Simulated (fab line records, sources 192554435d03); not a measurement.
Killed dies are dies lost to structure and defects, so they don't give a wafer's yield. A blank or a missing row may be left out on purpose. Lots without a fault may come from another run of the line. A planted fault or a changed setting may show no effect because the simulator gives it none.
Which tool did it? | flow n5_finfet | 7 lots, 21 wafers sampled, at 4 steps of a route of 1938

WHAT THE GAUGES READ, wafer by wafer
N5_BEOL_M7_CD_MEAS_18: pitch 80 nm, target cd 40 nm.
lot  | measured     | on        | cd_nm (nm)
L159 | day 10 15:24 | cd_sem-02 | 39.5 40.2 39.9
L164 | day 12 02:59 | cd_sem-03 | - - -
L168 | day 13 13:02 | cd_sem-02 | 40.0 39.7 40.7
L170 | day 13 18:40 | cd_sem-02 | 39.8 39.9 39.9
L172 | day 13 22:59 | cd_sem-02 | 40.9 40.9 41.2
L174 | day 14 19:11 | cd_sem-01 | 41.1 40.3 40.4
L176 | day 15 04:46 | cd_sem-01 | 39.3 39.4 40.3

WHICH TOOL RAN EACH LOT (tool, then ch and the chambers of the sampled wafers, then the start)
lot  | N5_BEOL_M7_DESCUM_16               | N5_BEOL_M7_ETCH_62                 | N5_BEOL_M7_HM_OPEN_17
L159 | rie_diel-05 ch 1,3, day 10 14:50   | rie_diel-05 ch 1,3, day 10 14:56   | rie_metal-01 ch 1, day 10 15:11
L164 | rie_diel-05 ch 0,1,2, day 12 02:32 | rie_diel-05 ch 0,1,2, day 12 02:37 | rie_metal-01 ch 0,1, day 12 02:48
L168 | rie_diel-06 ch 0,2,3, day 13 12:28 | rie_diel-06 ch 0,2,3, day 13 12:34 | rie_metal-02 ch 0, day 13 12:46
L170 | rie_diel-05 ch 0,2,3, day 13 17:58 | rie_diel-05 ch 0,2,3, day 13 18:03 | rie_metal-03 ch 1, day 13 18:16
L172 | rie_diel-06 ch 0,3, day 13 22:31   | rie_diel-06 ch 0,3, day 13 22:37   | rie_metal-02 ch 0,1, day 13 22:48
L174 | rie_diel-05 ch 0,1,2, day 14 18:42 | rie_diel-05 ch 0,1,2, day 14 18:47 | rie_metal-03 ch 0,1, day 14 18:59
L176 | rie_diel-01 ch 0,1,3, day 15 04:07 | rie_diel-01 ch 0,1,3, day 15 04:12 | rie_metal-02 ch 0,1, day 15 04:23
- N5_BEOL_M7_DESCUM_16: chemistry O2, time 7.9 s.
- N5_BEOL_M7_ETCH_62: etches SOC in N2/H2, target depth 110 nm, overetch 22 nm, time 165 s.
- N5_BEOL_M7_HM_OPEN_17: chemistry Cl2/BCl3, target TiN, target depth 20 nm, overetch 6 nm.

THE ANSWER, worked out from the rows above alone
Rule: what is usual is taken from the lots themselves. Put in order of their means at a reading, lots are off if they are a third of the lots or fewer, leave a main group of 4 or more, and stand apart from it by a gap of 3 or more times the standard deviation of the main group's means; of several such gaps the widest counts. A main group whose means are all the same, to the digits that the tables above print for the reading, isn't used. A lot without any number at a reading at which 4 lots or more have one is off too. The other lots that the step has rows for count as sound.
Off: L164, at N5_BEOL_M7_CD_MEAS_18 (cd_nm). Without a number there: L164. The main group: mean 40.2 nm, standard deviation 0.47.
A tool fits if, at a process step before that reading, it ran every lot that is off, and no sound lot after the first of them. The gauges at N5_BEOL_M7_CD_MEAS_18 are tried like those tools. Can't be told from this: 2 tools fit, rie_metal-01 at N5_BEOL_M7_HM_OPEN_17, cd_sem-03 at N5_BEOL_M7_CD_MEAS_18.

WHAT THE SIMULATOR HAD PUT IN
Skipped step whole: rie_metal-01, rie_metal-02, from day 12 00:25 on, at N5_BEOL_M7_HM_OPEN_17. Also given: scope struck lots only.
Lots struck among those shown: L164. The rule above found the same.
